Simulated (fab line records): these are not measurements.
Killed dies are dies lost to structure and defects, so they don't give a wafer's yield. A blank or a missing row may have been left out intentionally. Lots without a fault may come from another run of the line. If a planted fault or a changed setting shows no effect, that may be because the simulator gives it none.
fab line records -- flow n5Finfet
record lots=4, wafers=12, lastDay=16
route steps=1938 shown MOL_CONTACT_COAG@596 BEOL_M0_SAQP@632 PASSIVATION@1936
lots untouched by any fault: they come from a run of this same line in which no faults occurred
startH: start of the lot's first displayed wafer, in hours after the record's first day -- waitH: hours elapsed since this lot's preceding step -- " repeats the value in the row above -- L1.1+2: a single row standing in for several wafers -- - either no value or no given start -- * or withheld: withheld -- < > ~ a bound
route shown NAME@n: names a module that has steps shown in the file, with the first one's number in the route -- usual: mean and standard deviation over wafers with no fault -- same: alike in all rows -- chamber/n: place in a boat -- sites: each site's reading -- _std_site: standard deviation of those values -- _edge_site: inner sites' mean taken away from outer sites' mean -- radiusMm: how far each site lies from the wafer's centre -- mask NAME#n: copy n -- behind: the most recent tool/chamber to have shaped the wafer -- hold: the reason the lot was held/the length of the hold in hours/how it ended -- device: transistor that didn't switch, given as n, p or np -- end of line: the same wafers' tests at the end of the route -- a step with no rows: only its recipe -- killed: the dies lost at the first sort to structure and to defects; this is not the yield of the wafer -- map: a wafer's dies, marking killed ones x, the rest . and places with no die _
set.NAME: setting as actually run; set.NAME@STEP: the setting as run at that earlier step -- model.NAME: the simulator's own value behind a step, which no gauge read
lots seen at some steps along the route; tables by step, rows by wafer
services: when a tool's chamber went out of use (startH, in hours from the record's first day, below 0 if earlier), for how many hours, and the reason
## steps
# step N5_MOL_CONTACT_COAG_COAT_34
# recipe resist=CAR-EUV, spinRpm=1500, resistThkNm=40
# step N5_MOL_CONTACT_COAG_EBR_36
# recipe solvent=PGMEA, ebrWidthMm=1.5
# step N5_MOL_CONTACT_COAG_SOFTBAKE_35
# recipe tempC=110, timeS=60, resist=CAR-EUV
# step N5_MOL_CONTACT_COAG_EXPOSE_37
# recipe maskId=VD, na=0.33, sourceShape=annular, sigmaInner=0.3, sigmaOuter=0.7, polarization=unpolarized, defocusNm=0, doseMj=62
# step N5_MOL_CONTACT_COAG_PEB_38
# recipe pebTempC=100, pebTimeS=60, resist=CAR-EUV
# step N5_MOL_CONTACT_COAG_DEVELOP_39
# recipe developTimeS=30, developer=TMAH, resist=CAR-EUV, rinseLiquid=surfactantRinse, dry=airSpin, devTempC=23
# step N5_MOL_CONTACT_COAG_DESCUM_45
# recipe chemistry=O2, timeS=7, sourcePowerW=50, biasPowerW=20, pressureMtorr=20, rfFrequencyHz=2.712e+07, tempC=40, resist=CAR-EUV, o2FlowSccm=225
# step N5_MOL_CONTACT_COAG_ETCH_65
# recipe chemistry=N2/H2, target=underlayer, targetDepthA=130, maskMaterial=CAR-EUV, timeS=10.4, ionEnergyEv=200, pressureMtorr=30, sourceW=840, biasW=150, n2FlowSccm=200, h2FlowSccm=200, ends=cleared
# step N5_MOL_CONTACT_COAG_ETCH_66
# recipe chemistry=CF4, target=SiARC, targetDepthA=130, maskMaterial=CAR-EUV, timeS=21.7, ionEnergyEv=80, pressureMtorr=40, sourceW=545, biasW=36, Ar_flow_sccm=100, cf4FlowSccm=100, ends=cleared
# step N5_MOL_CONTACT_COAG_ALD_133
# recipe material=SiO2, targetThkA=50, tempC=100, aldPrecursorFamily=BDEAS, aldCoReactant=O2-plasma, pulseTimeS=1, coReactantPulseTimeS=1, purgeTimeS=2, coReactantPurgeTimeS=2, aldCycles=35, pressureTorr=2
# usual heaterPowerW=80/9, precursorPulseHeightRel=1.001/0.016
lot.wafer,tool,chamber,startH,waitH,heaterPowerW,precursorPulseHeightRel
L293.1,aldSin-01,3,117.26,0.1,82,1.010
L293.3,aldSin-01,1,117.26,0.1,81,0.996
L293.4,aldSin-01,0,117.26,0.1,71,0.986
L294.3,aldSin-01,0,122.34,0.1,71,0.995
L294.5,aldSin-01,0,122.34,0.1,72,1.007
L294.6,aldSin-01,3,122.34,0.1,81,1.015
L307.1,aldSin-01,3,206.89,0.1,76,1.005
L307.2,aldSin-01,0,206.89,0.1,72,1.006
L307.5,aldSin-01,0,206.89,0.1,73,1.028
L308.3,aldSin-01,3,209.63,0.1,75,0.985
L308.4,aldSin-01,1,209.63,0.1,79,0.976
L308.6,aldSin-01,3,209.63,0.1,75,1.014
# step N5_MOL_CONTACT_COAG_ETCHBACK_134
# recipe chemistry=CHF3, target=SiO2, targetDepthA=100, timeS=6.7, ionEnergyEv=200, pressureMtorr=30, sourceW=610, biasW=170, Ar_flow_sccm=200, CHF3_flow_sccm=50
# step N5_MOL_CONTACT_COAG_ETCH_67
# recipe chemistry=N2/H2, target=SOC, targetDepthA=600, overetchA=210, maskMaterial=SiARC, tempC=40, timeS=101.2, ionEnergyEv=200, pressureMtorr=30, sourceW=840, biasW=150, n2FlowSccm=200, h2FlowSccm=200
# step N5_MOL_CONTACT_COAG_STRIP_68
# recipe chemistry=N2/H2, tempC=40, n2FlowSccm=200, h2FlowSccm=200, rfFrequencyHz=6e+07
# step N5_MOL_CONTACT_COAG_STRIP_69
# recipe chemistry=N2/H2, tempC=40, n2FlowSccm=200, h2FlowSccm=200, rfFrequencyHz=6e+07
# step N5_MOL_CONTACT_COAG_ETCHBACK_136
# recipe chemistry=CHF3, target=SiO2, targetDepthA=250, timeS=16.7, ionEnergyEv=200, pressureMtorr=30, sourceW=610, biasW=170, Ar_flow_sccm=200, CHF3_flow_sccm=50
# step N5_MOL_CONTACT_COAG_STRIP_120
# recipe chemistry=CHF3, resist=SiARC, rfFrequencyHz=6e+07
# step N5_MOL_CONTACT_COAG_VIA_ETCH_117
# recipe chemistry=C4F6/O2, targetDepthA=400, overetchA=80, maskMaterial=SOC, target=SiO2, biasW=455, pressureMtorr=10, timeS=26, sourceW=325, Ar_flow_sccm=300, C4F6_flow_sccm=10, O2_flow_sccm=10, ionEnergyEv=575.3, ends=endPoint
# step N5_MOL_CONTACT_COAG_ETCH_124
# recipe chemistry=CH3F/O2, target=SiNx, targetDepthA=65, maskMaterial=SOC, stopOn=SiOC, overEtchFrac=0.3, ionEnergyEv=120, pressureMtorr=30, sourceW=395, biasW=73, Ar_flow_sccm=150, CH3F_flow_sccm=30, O2_flow_sccm=20, ends=endPoint
# step N5_MOL_CONTACT_COAG_ETCH_48
# recipe chemistry=C4F6/O2, targetDepthA=150, overetchA=45, maskMaterial=SOC, target=SiOC, biasW=465, pressureMtorr=10, timeS=17, sourceW=335, Ar_flow_sccm=300, C4F6_flow_sccm=10, O2_flow_sccm=10, ionEnergyEv=576
# step N5_MOL_CONTACT_COAG_STRIP_72
# recipe chemistry=N2/H2, powerW=450, tempC=40, pressureMtorr=20, rfFrequencyHz=6e+07, overashFraction=3, biasPowerW=7, h2Frac=0.5, n2FlowSccm=200, h2FlowSccm=200
# step N5_MOL_CONTACT_COAG_STRIP_49
# recipe chemistry=N2/H2, timeS=30, powerW=1000, tempC=250, pressureMtorr=withheld, n2FlowSccm=1750, h2FlowSccm=3250
# step N5_MOL_CONTACT_COAG_PRECLEAN_138
# recipe chemistry=alkalineClean, tempC=60, timeS=60, doPpb=50
# step N5_MOL_CONTACT_COAG_SRD_139
# recipe dry=ipaMarangoni, timeS=30, tempC=23, rinseLiquid=diw
# step N5_MOL_CONTACT_COAG_PRE_CLEAN_121
# recipe gas=H2/He, timeS=*, tempC=withheld
# step N5_MOL_CONTACT_COAG_CVD_140
# recipe material=W, targetThkA=665, mode=selectiveFill, tempC=300, timeS=215
# step N5_MOL_CONTACT_COAG_PRECLEAN_127
# recipe chemistry=DIW, timeS=57.5, tempC=23
# step N5_MOL_CONTACT_COAG_SRD_128
# recipe dryTimeS=32, dry=n2Spin, spinRpm=1500
# step N5_MOL_CONTACT_COAG_CMP_52
# recipe stopOn=SiO2, tOverpolishS=1.5, postCmpClean=wDiluteNh4oh, downForcePsi=4, platenRpm=50.289, padVelocityMS=1.0006, targetThkNm=66.5
# step N5_MOL_CONTACT_COAG_ANNEAL_112
# recipe tempC=400, timeS=1800, ambient=HPD2, pressureAtm=10
# step N5_BEOL_M0_SAQP_PECVD_00
# recipe material=SiCN, targetThkA=80, tempC=withheld, precursor=3MS/NH3, pressureTorr=3, rfW=202, timeS=14
# step N5_BEOL_M0_SAQP_ILD_DEP_01
# recipe material=SiOC, targetThkA=454.19, tempC=350, precursor=DEMS/O2, pressureTorr=5, rfW=500, timeS=8.7
# step N5_BEOL_M0_SAQP_HM_DEP_02
# recipe material=TiN, targetThkA=120, tempC=25, chamberPressurePa=0.49996
# step N5_BEOL_M0_SAQP_PECVD_03
# recipe material=SiCN, targetThkA=120, tempC=withheld, precursor=3MS/NH3, pressureTorr=3, rfW=202, timeS=21.1
# step N5_BEOL_M0_SAQP_PECVD_96
# recipe material=a-Si, targetThkA=450, tempC=350, precursor=SiH4/He, pressureTorr=3, rfW=100, timeS=45.2
# step N5_BEOL_M0_SAQP_PECVD_97
# recipe material=SiNx, targetThkA=230, tempC=350, precursor=SiH4/NH3/N2, pressureTorr=1.5, rfW=300, timeS=19.9
# step N5_PASSIVATION_PROBE_49
# usual defectLimitedYield=91.3/1.5, killed_at_M0_to_M3=34/9.4, killed_at_M4_up=13/5.3, killedAtContacts=13/5.7, killedAtFrontEnd=40/10, killedAtOther=3.7/2.8, killedDies=103/17, killedOpen=67/13, killedShort=35/8.5, sort_bin_5_function=5.0/0.98, sort_bin_6_memory=3.3/0.7, sortNPass=1077/17, sortYieldPct=91.3/1.5
# same grossDies=1180, killedAtBackSide=0, sort_bin_4_leakage[%]=0, sort_bin_8_speed[%]=0
lot.wafer,tool,chamber,startH,waitH,defectLimitedYield[%],killed_at_M0_to_M3,killed_at_M4_up,killedAtContacts,killedAtFrontEnd,killedAtOther,killedDies,killedOpen,killedShort,sort_bin_5_function[%],sort_bin_6_memory[%],sortNPass,sortYieldPct[%]
L294.3,prober-02,-,290.01,0.1,91.9,34,10,14,33,5,96,67,29,4.4,3.2,1084,91.9
L294.5,prober-02,-,290.11,0.2,91.3,46,6,10,31,10,103,68,35,4.9,3.3,1077,91.3
L294.6,prober-02,-,290.16,0.3,91.1,30,16,8,45,6,105,63,38,5.0,3.5,1075,91.1
L307.1,prober-02,-,365.34,0.0,85.4,30,11,93,33,5,172,68,24,8.6,4.7,1008,85.4
L307.2,prober-02,-,365.39,0.1,82.9,34,17,102,43,6,202,66,36,11.2,3.9,978,82.9
L307.5,prober-02,-,365.54,0.2,85.3,29,15,102,23,4,173,59,25,9.2,3.9,1007,85.3
L308.3,prober-02,-,374.75,0.1,85.5,25,9,95,40,2,171,58,29,9.1,4.6,1009,85.5
L308.4,prober-02,-,374.80,0.2,87.8,31,10,67,35,1,144,59,24,7.8,3.3,1036,87.8
L308.6,prober-02,-,374.90,0.3,86.0,27,17,90,30,1,165,52,31,9.2,3.5,1015,86.0
# killed by level:class
L294.3 MOL_CONTACT_COAG:geometricParticle:open=13 BEOL_M2:geometricParticle:open=12 FIN_SAQP:geometricParticle:open=10 STI_FIN_REVEAL:geometricParticle:open=9 BEOL_M0_SAQP:geometricParticle:short=8 FIN_SAQP:geometricParticle:short=7 BEOL_M4:geometricParticle:open=6 BEOL_M0_SAQP:geometricParticle:open=5
L294.5 BEOL_M0_SAQP:geometricParticle:open=18 BEOL_M0_SAQP:geometricParticle:short=14 STI_FIN_REVEAL:geometricParticle:open=10 BEOL_M1:geometricParticle:open=6 MOL_CONTACT_COAG:geometricParticle:open=6 FIN_SAQP:geometricParticle:open=5 FIN_SAQP:geometricParticle:short=4 ILD0:geometricParticle:open=4
L294.6 FIN_SAQP:geometricParticle:open=9 MOL_CONTACT_COAG:geometricParticle:open=8 BEOL_M0_SAQP:geometricParticle:open=7 BEOL_M0_SAQP:geometricParticle:short=6 BEOL_M2:geometricParticle:open=6 FIN_SAQP:geometricParticle:short=5 STARTING-WAFER:geometricParticle:short=5 STI_FIN_REVEAL:geometricParticle:open=4
L307.1 MOL_CONTACT_COAG:unspecified=80 MOL_CONTACT_COAG:geometricParticle:open=12 FIN_SAQP:geometricParticle:open=9 FIN_SAQP:geometricParticle:short=8 BEOL_M3:geometricParticle:open=8 BEOL_M4:geometricParticle:open=7 STI_FIN_REVEAL:geometricParticle:open=6 BEOL_M2:geometricParticle:open=6
L307.2 MOL_CONTACT_COAG:unspecified=92 BEOL_M2:geometricParticle:open=11 MOL_CONTACT_COAG:geometricParticle:open=8 HKMG_FIN:areaEtch=8 BEOL_M4:geometricParticle:open=7 GATE_CUT:geometricParticle:short=6 GATE_CUT:geometricParticle:open=6 BEOL_M3:geometricParticle:open=6
L307.5 MOL_CONTACT_COAG:unspecified=89 MOL_CONTACT_COAG:geometricParticle:open=11 BEOL_M0_SAQP:geometricParticle:open=6 STI_FIN_REVEAL:geometricParticle:open=5 DUMMY_GATE:geometricParticle:open=5 BEOL_M1:geometricParticle:open=5 BEOL_M2:geometricParticle:open=4 BEOL_M0_SAQP:geometricParticle:short=3
L308.3 MOL_CONTACT_COAG:unspecified=83 MOL_CONTACT_COAG:geometricParticle:open=12 BEOL_M3:geometricParticle:open=9 FIN_SAQP:geometricParticle:short=8 STI_FIN_REVEAL:geometricParticle:open=6 GATE_CUT:geometricParticle:short=4 BEOL_M0_SAQP:geometricParticle:short=4 BEOL_M0:geometricParticle:open=4
L308.4 MOL_CONTACT_COAG:unspecified=57 MOL_CONTACT_COAG:geometricParticle:open=8 BEOL_M0_SAQP:geometricParticle:open=7 DUMMY_GATE:geometricParticle:open=6 FIN_SAQP:geometricParticle:short=5 BEOL_M3:geometricParticle:open=5 BEOL_M5:geometricParticle:open=5 FIN_SAQP:geometricParticle:open=4
L308.6 MOL_CONTACT_COAG:unspecified=82 FIN_SAQP:geometricParticle:open=7 MOL_CONTACT_COAG:geometricParticle:open=7 BEOL_M3:geometricParticle:open=6 GATE_CUT:geometricParticle:short=5 BEOL_M0_SAQP:geometricParticle:short=5 BEOL_M0_SAQP:geometricParticle:open=4 BEOL_M5:geometricParticle:open=4
# map L307.2 (x killed, . not)
_________________........x...________________
______________.....x.x.........._____________
___________....xx...x..........x.x.__________
__________.........................._________
________..x.....x.........x..........._______
_______.....x.xxxx..x.............x...x______
______.xx......xxx.........x............_____
_____.........x...x.......x..............____
____.............x......x.x...............___
___.............xx............x............__
___...x......x.......x.x..x................__
__..........x...xxx....xxx.................._
__.x......x................................._
_............x........x......xxx.....x.......
_......x......x...x.......x..................
_...............x................x...........
_...............x........x................x..
_.............x...x..x.....x..........x.....x
_........x........................x..........
_......x.......x......x.................x....
_...............x...x.......x................
__...............x.x........................_
__.x..x.......x.x.......x....x.............._
___.........x.x......x.x.x.........x.......__
___.....x........x..xxx..x.................__
____.............xx.xxxx..x.x.............___
_____....x..x.xx.xxxxxxxxxxx.............____
______...xxx....xxxxxxxxxxxxx.....x.x..._____
_______x..x.....xxxxxxxxxxxx...........______
________...x...xxxxxxxxxxxx..........._______
__________...x.xxxxxxxxx.xx....x.x.._________
___________.....xxxxxxxxx.x.......x__________
______________x..xxx.xxx........_____________
_________________.x....xxx...________________
# map L308.3 (x killed, . not)
_________________............________________
______________.................._____________
___________.............x..........__________
__________.................x.x.xx..._________
________.x...x...x..........x........._______
_______......x........................x______
______......................x....x..x..._____
_____................x..x.....x..........____
____.x....x.....xx.x......................___
___.....................x.......x.....x....__
___........x....x.....................x....__
__..........x..........x...........xx......._
__.............x.....x.x...................._
_x.................................x......x..
_.......................x....................
_..........x.x......xx.......................
_...........x.x..............................
_...................x........x...............
_.................x...............x......x.x.
_...........xxx.......x...........x...x...x..
_....x.......x.x.............x...............
__.......x..xx..............x.........x....._
__...x..xx.xx........xx....x................_
___....xxxxxxxx.............x..........x...__
___.x.xx.xxxxxxx.x........xx....x..........__
____.x.xxxxxxxx.......x...x......x........___
_____xxxxxxxxxxx.x..............xx.x.x...____
______xxxxxxxxxxxx....................x._____
_______xxxxxxxxx.......................______
________xxxxxxx.xx...................._______
__________xxxxxx....x........x......_________
___________xx...x.x................__________
______________.................._____________
_________________x...........________________
## services
tool,chamber,startH,hours,kind
aldSin-01,3,124.75,5.7,repair
aldSin-01,3,131.07,3.9,repair
aldSin-01,1,137.73,1.7,repair
aldSin-01,1,169.45,5.0,repair
aldSin-01,-,176.97,14.0,pm
aldSin-01,0,176.97,14.0,ventCycle
aldSin-01,1,176.97,14.0,ventCycle
aldSin-01,2,176.97,14.0,ventCycle
aldSin-01,3,176.97,14.0,ventCycle
aldSin-01,0,190.97,-,clean
aldSin-01,1,190.97,-,clean
aldSin-01,2,190.97,-,clean
aldSin-01,3,190.97,-,clean
## key
firstSign step=N5_PASSIVATION_PROBE_49, reading=killedAtContacts, direction=up, sigmas=14, usual=13, struck=92
effect step=N5_PASSIVATION_PROBE_49, reading=killedDies, direction=up, sigmas=3.9, usual=103, struck=171
moreKillsBornAt N5_MOL_CONTACT_COAG_ALD_133@aldSin-01=483
metAt N5_MOL_CONTACT_COAG_ALD_133
struckWafers L307.1,L307.2,L307.5,L308.3,L308.4,L308.6
onsetBetween 122.34 206.89
alsoFits time
fault kind=chamberParticleSource, tool=aldSin-01, chamber=-, onsetH=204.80, steps=N5_MOL_CONTACT_COAG_ALD_133, ratePerVisitCm2=0.41283, endH=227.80
